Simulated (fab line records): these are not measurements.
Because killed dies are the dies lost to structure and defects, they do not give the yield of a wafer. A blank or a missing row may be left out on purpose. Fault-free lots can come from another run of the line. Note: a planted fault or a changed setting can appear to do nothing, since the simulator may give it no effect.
Struck lot and sound lot, side by side	flow nand harc	15 steps out of a route of 1159
Sound: the wafers L156.2, L156.3, L156.4. Wafers L154.1, L154.3, L154.4 were the ones struck. The cause is given at the end.
At each step with rows: each side's tool, then ch and its chambers, then its first start. Under that, the readings that differ: sound wafers	struck wafers	difference of the means	sigmas: that difference in standard deviations of wafers without a fault.
alike: a reading whose means differ by less than 2 such deviations, as well as words and numbers matching on both sides. not compared: withheld readings; readings where some wafer has no value; bounds like >300 that might hide an equal value; numbers whose values overlap and for which the record gives no deviation.
A row with sigmas, a row that says differs or no value, or rows on one side alone: a step with any of these is where the two part. Numbers that have no deviation but don't overlap get no sigmas and don't part them. A reading missing from all wafers of one side parts the sides only when that side holds two or more wafers.

first, 1 step without rows for these wafers: NHARC_P_ZERO_WELL_HARDBAKE_53 (time 80 s).
NHARC_P_ZERO_WELL_DESCUM_54: chemistry O2, time 3 s.
  sound on rie diel-07 ch 1,2,3, day 4 11:41; struck on rie diel-04 ch 0,1,2, day 3 23:51
reading	sound	struck	difference	sigmas
oes product au (a.u.)	0.998 0.998 0.983	1.015 1.011 1.012	+0.020	+3
rf hours counter h (h)	1 2 1	8 11 10	+8	
  alike: drypump motor current A, rf vpp V, showerhead plenum p Torr, throttle valve pct
then, 5 steps without rows for these wafers: NHARC_P_ZERO_WELL_IMPLANT_55; NHARC_P_ZERO_WELL_IMPLANT_61; NHARC_P_ZERO_WELL_STRIP_56 (strips in SPM, time 840 s); NHARC_P_ZERO_WELL_PRECLEAN_68 (cleans in SC1, time 60 s); NHARC_P_ZERO_WELL_SRD_69.
NHARC_P_ZERO_WELL_RTA_42: time 300 s.
  sound on rtp anneal-01 ch 0, day 4 12:50; struck on rtp anneal-01 ch 0, day 4 00:49
  alike: lamp power pct, wafer_temp_C_max
NHARC_P_ZERO_WELL_INSPECT_43:
  sound on defect inspect-01 at day 4 13:24; struck on defect inspect-01 at day 4 01:30
  alike: raw defect count
then, 3 steps without rows for these wafers: NHARC_P_STI_ETCH_26 (etches SiO2 in dHF, target depth 11 nm); NHARC_P_STI_PRECLEAN_27 (cleans in SC1); NHARC_P_STI_SRD_28.
NHARC_P_STI_OXIDE_29: material SiO2, target thk 10 nm, ox time 1362 s.
  sound on furnace-03 ch 0, day 4 17:19; struck on furnace-04 ch 0, day 4 07:26
  alike: spike tc lower C, tube center temp C
then, 2 steps without rows for these wafers: NHARC_P_STI_HM_DEP_30 (deposits Si3N4, target thk 80 nm, time 873 s); NHARC_END_SORT_01.

## WHERE THEY PART
At NHARC_P_ZERO_WELL_DESCUM_54 and nowhere else, as far as this record goes. Later steps at which nothing parts them and some readings are alike: NHARC_P_ZERO_WELL_RTA_42, NHARC_P_ZERO_WELL_INSPECT_43, NHARC_P_STI_OXIDE_29.

WHY: what had been put in by the simulator
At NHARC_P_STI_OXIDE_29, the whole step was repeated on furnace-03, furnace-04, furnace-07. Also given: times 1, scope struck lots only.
